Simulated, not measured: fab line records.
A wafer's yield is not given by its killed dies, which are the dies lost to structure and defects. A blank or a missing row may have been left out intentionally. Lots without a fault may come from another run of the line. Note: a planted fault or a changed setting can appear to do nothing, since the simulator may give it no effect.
Check for tools in common	flow nandHarc	Sampled: 9 lots, 27 wafers

THE REASON FOR OPENING IT
Flagged at NHARC_A_CHANNEL_HOLE_D1_CD_MEAS_30: reading cdNm, on 2 of 9 lots. No-fault wafers: 90.9 nm, standard deviation 1.8.
Rule: a lot gets a flag if all its wafers with a number sit over 4 standard deviations from that mean, or if no wafer of it has a number. As for the other lots, they are considered sound.

lot	measured	on	cdNm (nm), wafer by wafer	flag
L902	day 9 05:20	cdSem-03	89.5 92.8 87.1	
L906	day 10 16:07	cdSem-01	93.7 91.7 92.0	
L912	day 13 08:05	cdSem-01	-0.5 1.8 3.7	FLAGGED
L913	day 13 14:40	cdSem-03	1.2 0.1 3.9	FLAGGED
L914	day 14 15:47	cdSem-02	89.7 88.1 89.5	
L916	day 15 05:01	cdSem-02	86.6 90.2 90.2	
L917	day 15 19:50	cdSem-03	88.7 91.5 89.7	
L921	day 17 02:08	cdSem-01	90.7 93.2 94.4	
L923	day 17 23:53	cdSem-01	90.7 90.9 90.6	
On average the flagged lots' numbers are 1.7 nm, which is -89.2 nm against the usual, or -50 standard deviations.

EACH LOT AND THE TOOL IT RAN ON
The record holds 4 process steps before the reading, out of a route of 1302 steps. Cell contents, in order: the tool; ch with the chambers the sampled wafers went through; the start.
lot	flag	NHARC_A_CHANNEL_HOLE_D1_ETCH_24	NHARC_A_CHANNEL_HOLE_D1_ETCH_25	NHARC_A_CHANNEL_HOLE_D1_ETCH_44	NHARC_A_CHANNEL_HOLE_D1_STRIP_27
L902		harEtch-01 ch 0,1, day 9 01:56	harEtch-01 ch 0,1, day 9 02:43	rieDiel-09 ch 0,1, day 9 04:33	rieDiel-09 ch 0,1,2, day 9 05:20 or earlier
L906		harEtch-01 ch 0,1, day 10 12:50	harEtch-01 ch 0,1, day 10 13:38	rieDiel-02 ch 1,2,3, day 10 15:19	rieDiel-02 ch 0,1,2, day 10 16:07 or earlier
L912	FLAGGED	harEtch-01 ch 1, day 13 04:38	harEtch-01 ch 1, day 13 05:24	rieDiel-10 ch 0,1,3, day 13 07:18	rieDiel-10 ch 0,1,2, day 13 08:05 or earlier
L913	FLAGGED	harEtch-01 ch 0,1, day 13 11:16	harEtch-01 ch 0,1, day 13 12:02	rieDiel-10 ch 0,1,3, day 13 13:52	rieDiel-10 ch 0,1,3, day 13 14:40 or earlier
L914		harEtch-01 ch 0,1, day 14 12:30	harEtch-01 ch 0,1, day 14 13:17	rieDiel-10 ch 0,1,2, day 14 14:58	rieDiel-10 ch 0,2,3, day 14 15:47 or earlier
L916		harEtch-02 ch 0,1, day 15 01:37	harEtch-02 ch 0,1, day 15 02:23	rieDiel-10 ch 1,2,3, day 15 04:13	rieDiel-10 ch 0,1, day 15 05:01 or earlier
L917		harEtch-01 ch 0,1, day 15 16:49	harEtch-01 ch 0,1, day 15 17:38	rieDiel-10 ch 0,1, day 15 19:02	rieDiel-10 ch 1,2, day 15 19:50 or earlier
L921		harEtch-01 ch 0,1, day 16 22:48	harEtch-01 ch 0,1, day 16 23:35	rieDiel-02 ch 2,3, day 17 01:21	rieDiel-02 ch 0,2,3, day 17 02:08 or earlier
L923		harEtch-01 ch 0,1, day 17 20:37	harEtch-01 ch 0,1, day 17 21:24	rieDiel-02 ch 0,2, day 17 23:05	rieDiel-02 ch 1,2,3, day 17 23:53 or earlier
What is done by these steps:
- NHARC_A_CHANNEL_HOLE_D1_ETCH_24: etches the open film in C4F8/O2/Ar, time 906.2 s, target depth 1500 nm.
- NHARC_A_CHANNEL_HOLE_D1_ETCH_25: etches the open film in C4F8/O2/Ar, time 1040.2 s, target depth 1500 nm.
- NHARC_A_CHANNEL_HOLE_D1_ETCH_44: etches the open film in CF4/O2, target depth 140 nm, overetch 14 nm, time 77 s.
- NHARC_A_CHANNEL_HOLE_D1_STRIP_27: strips in O2.
- NHARC_A_CHANNEL_HOLE_D1_CD_MEAS_30

FLAGGED OVER TOTAL, TOOL BY TOOL (the gauges that took the reading come last)
step	tool	lots run	flagged	share of the flagged lots	sound lots run after its first flagged lot
NHARC_A_CHANNEL_HOLE_D1_ETCH_24	harEtch-01	8	2	all	4 (L914,L917,L921,L923)
NHARC_A_CHANNEL_HOLE_D1_ETCH_24	harEtch-02	1	0	none	-
NHARC_A_CHANNEL_HOLE_D1_ETCH_25	harEtch-01	8	2	all	4 (L914,L917,L921,L923)
NHARC_A_CHANNEL_HOLE_D1_ETCH_25	harEtch-02	1	0	none	-
NHARC_A_CHANNEL_HOLE_D1_ETCH_44	rieDiel-02	3	0	none	-
NHARC_A_CHANNEL_HOLE_D1_ETCH_44	rieDiel-09	1	0	none	-
NHARC_A_CHANNEL_HOLE_D1_ETCH_44	rieDiel-10	5	2	all	3 (L914,L916,L917)
NHARC_A_CHANNEL_HOLE_D1_STRIP_27	rieDiel-02	3	0	none	-
NHARC_A_CHANNEL_HOLE_D1_STRIP_27	rieDiel-09	1	0	none	-
NHARC_A_CHANNEL_HOLE_D1_STRIP_27	rieDiel-10	5	2	all	3 (L914,L916,L917)
NHARC_A_CHANNEL_HOLE_D1_CD_MEAS_30	cdSem-01	4	1	some	2 (L921,L923)
NHARC_A_CHANNEL_HOLE_D1_CD_MEAS_30	cdSem-02	2	0	none	-
NHARC_A_CHANNEL_HOLE_D1_CD_MEAS_30	cdSem-03	3	1	some	1 (L917)
With no start given for some of its lots, NHARC_A_CHANNEL_HOLE_D1_STRIP_27 uses the hours and lot order of NHARC_A_CHANNEL_HOLE_D1_CD_MEAS_30.

THE TABLE: WHAT IT ALLOWS
4 rows of the table ran every flagged lot: harEtch-01 at NHARC_A_CHANNEL_HOLE_D1_ETCH_24, harEtch-01 at NHARC_A_CHANNEL_HOLE_D1_ETCH_25, rieDiel-10 at NHARC_A_CHANNEL_HOLE_D1_ETCH_44, rieDiel-10 at NHARC_A_CHANNEL_HOLE_D1_STRIP_27.
- harEtch-01 at NHARC_A_CHANNEL_HOLE_D1_ETCH_24: 2 of its 8 lots flagged. Sound lots followed the first flagged one (L914, L917, L921, L923) on it, something a lasting fault affecting the whole tool could not allow. On the flagged lots its readings are blank where sound lots have values: c4f8FlowSccm, chamberPressureMTorr, drypumpMotorCurrentA, showerheadPlenumPTorr and 1 more.
- harEtch-01 at NHARC_A_CHANNEL_HOLE_D1_ETCH_25: 2 of its 8 lots flagged. Sound lots followed the first flagged one (L914, L917, L921, L923) on it, something a lasting fault affecting the whole tool could not allow.
- rieDiel-10 at NHARC_A_CHANNEL_HOLE_D1_ETCH_44: 2 of its 5 lots flagged. Sound lots followed the first flagged one (L914, L916, L917) on it, something a lasting fault affecting the whole tool could not allow.
- rieDiel-10 at NHARC_A_CHANNEL_HOLE_D1_STRIP_27: 2 of its 5 lots flagged. Sound lots followed the first flagged one (L914, L916, L917) on it, something a lasting fault affecting the whole tool could not allow.
Every row of the table either missed a flagged lot or ran a sound lot after the first.

WHAT WAS PUT IN BY THE SIMULATOR
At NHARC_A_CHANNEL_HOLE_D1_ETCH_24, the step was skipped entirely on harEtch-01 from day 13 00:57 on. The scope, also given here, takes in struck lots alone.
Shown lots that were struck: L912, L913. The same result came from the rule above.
